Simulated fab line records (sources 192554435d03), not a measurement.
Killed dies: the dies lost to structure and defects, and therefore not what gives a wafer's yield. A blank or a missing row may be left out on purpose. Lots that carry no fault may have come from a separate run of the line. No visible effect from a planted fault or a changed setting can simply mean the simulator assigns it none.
Lot-split experiment -- flow n5-finfet -- route with 1938 steps; 7 lots, 27 wafers read

THE SPLIT
At N5_BEOL_M14_ILD_DEP_00 (deposits SiO2 from TEOS/O2, target thk 1119.3 nm, time 237.4 s), the setting target-thk-a was moved away from the recipe's 11193 angstrom on 7 of the 27 wafers read, by -50.6% to +33.6%. For the rest of the wafers, this setting stayed at what the recipe calls for.

FROM THE SPLIT TO THE READING: what the file shows between them, 10 steps
- N5_BEOL_M14_THK_MEAS_01
- N5_BEOL_M14_COAT_58: time 60 s, resist thk 89 nm
- N5_BEOL_M14_COAT_04: resist thk 800 nm
- N5_BEOL_M14_DESCUM_15: chemistry O2, time 7.9 s
- N5_BEOL_M14_ETCH_59: etches BARC in N2/H2, target depth 89 nm, overetch 26.7 nm, time 67.9 s
- N5_BEOL_M14_VIA_ETCH_16: etches SiO2 in C4F8/O2/Ar, target depth 1231.3 nm
- N5_BEOL_M14_STRIP_63: strips in O2
- N5_BEOL_M14_STRIP_64: strips in O2
- N5_BEOL_M14_STRIP_71: strips in post etch residue remover, time 60 s
- N5_BEOL_M14_SRD_72: time 30 s, dry time 30 s

THE READING
cd-nm, in nm, at N5_BEOL_M14_CD_MEAS_17 (target cd 250 nm). A value of 251.2 nm with a standard deviation of 1.5 nm is what fault-free wafers of this fab line usually give.

wafer,"tool, chamber at the split","target-thk-a as run, angstrom",against the recipe,"cd-nm, nm",against lot-mates on the recipe
L078.1,"pecvd-04, 1",11193,recipe,251.1,-
L078.2,"pecvd-04, 2",11193,recipe,249.8,-
L078.3,"pecvd-04, 0",11193,recipe,249.2,-
L078.4,"pecvd-04, 0",11193,recipe,249.7,-
L078.5,"pecvd-04, 2,1",11193,recipe,250.9,-
L078.6,"pecvd-04, 2,1",11193,recipe,248.5,-
L086.3,"pecvd-04, 2",11193,recipe,254.9,-
L086.4,"pecvd-04, 0",11193,recipe,253.4,-
L086.5,"pecvd-04, 2",5529,-50.6%,247.5,-6.7
L084.1,"pecvd-01, 2",11193,recipe,251.5,-
L084.2,"pecvd-01, 0",11193,recipe,252.3,-
L084.3,"pecvd-01, 1",9359,-16.4%,251.1,-0.8
L084.4,"pecvd-01, 2",9359,-16.4%,249.2,-2.7
L084.5,"pecvd-01, 1",11193,recipe,252.0,-
L084.6,"pecvd-01, 0",9359,-16.4%,250.2,-1.7
L089.2,"pecvd-03, 1",14950,+33.6%,253.0,+5.0
L089.4,"pecvd-03, 0",11193,recipe,248.0,-
L089.6,"pecvd-03, 1",14950,+33.6%,253.5,+5.5
L095.1,"pecvd-03, 0",11193,recipe,253.8,-
L095.3,"pecvd-03, 2,1",11193,recipe,251.6,-
L095.4,"pecvd-03, 2",11193,recipe,252.7,-
L097.2,"pecvd-01, 1",11193,recipe,249.4,-
L097.3,"pecvd-01, 0",11193,recipe,250.3,-
L097.5,"pecvd-01, 2",11193,recipe,248.4,-
L096.1,"pecvd-03, 0",6957,-37.8%,247.1,-3.8
L096.5,"pecvd-03, 0",11193,recipe,251.1,-
L096.6,"pecvd-03, 2",11193,recipe,250.7,-
When a row names more than one chamber, that row covers several wafers, and the file does not tell which wafer ran in which chamber.

FIT RESULTS
A straight line over all 27 wafers: cd-nm changes by +0.0729 nm for each +1% of target-thk-a; r = +0.58; the points scatter about the line by 1.7 nm.
The same after taking each lot's own level away (the mean of its wafers on the recipe; 27 wafers): +0.132 nm for each +1%; r = +0.94; scatter 0.78 nm.
That fit puts the effect of the largest move of target-thk-a on the reading at 6.7 nm.
Measured against the standard deviation above, the lots' own levels, which go from 248.00 to 254.15 nm, span 4.1 times it.
So the lot-to-lot level blurs the effect unless lot-mates are compared.
Check: -6.45 nm against its lot-mates is what the line predicts for one of the wafers moved furthest among these (-50.6%) when that wafer is left out of the fit. It came out at -6.65 nm against them.

OTHER SPLITS ON THESE WAFERS
Before the reading, these wafers also passed through other splits. Each is held against what the fit with the lots' levels taken away leaves over:
other split on the same wafers,wafers away from the commonest value,r with cd-nm (lot level and that fit taken away)
N5_BEOL_M11_ETCH_66 time-s,8,+0.01

THE WHOLE CHAIN: every reading that the file lists as answering this split, in the file's order
step,what it does,reading,change (the file's fit),r (the file's)
N5_BEOL_M14_ILD_DEP_00,"deposits SiO2 from TEOS/O2, target thk 1119.3 nm, time 237.4 s","SiO2_of_BEOL_M14_ILD_DEP_00.thk-nm (the simulator's own value, which no gauge read)",+11.1 nm for each +1% of the setting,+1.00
N5_BEOL_M14_THK_MEAS_01,,M14_ILD_THK,+11.1 for each +1% of the setting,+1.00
N5_BEOL_M14_VIA_ETCH_16,"etches SiO2 in C4F8/O2/Ar, target depth 1231.3 nm","etch.depth-nm (the simulator's own value, which no gauge read)",+11.1 nm for each +1% of the setting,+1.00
N5_BEOL_M14_VIA_ETCH_16,"etches SiO2 in C4F8/O2/Ar, target depth 1231.3 nm","coat_of_BEOL_M14_COAT_04.thk-nm (the simulator's own value, which no gauge read)",-2.68 nm for each +1% of the setting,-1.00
N5_BEOL_M14_CD_MEAS_17,target cd 250 nm,cd-nm,+0.127 nm for each +1% of the setting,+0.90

FILE'S OWN FIT
cd-nm changes by +0.127 nm for each +1% of target-thk-a, r = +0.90.
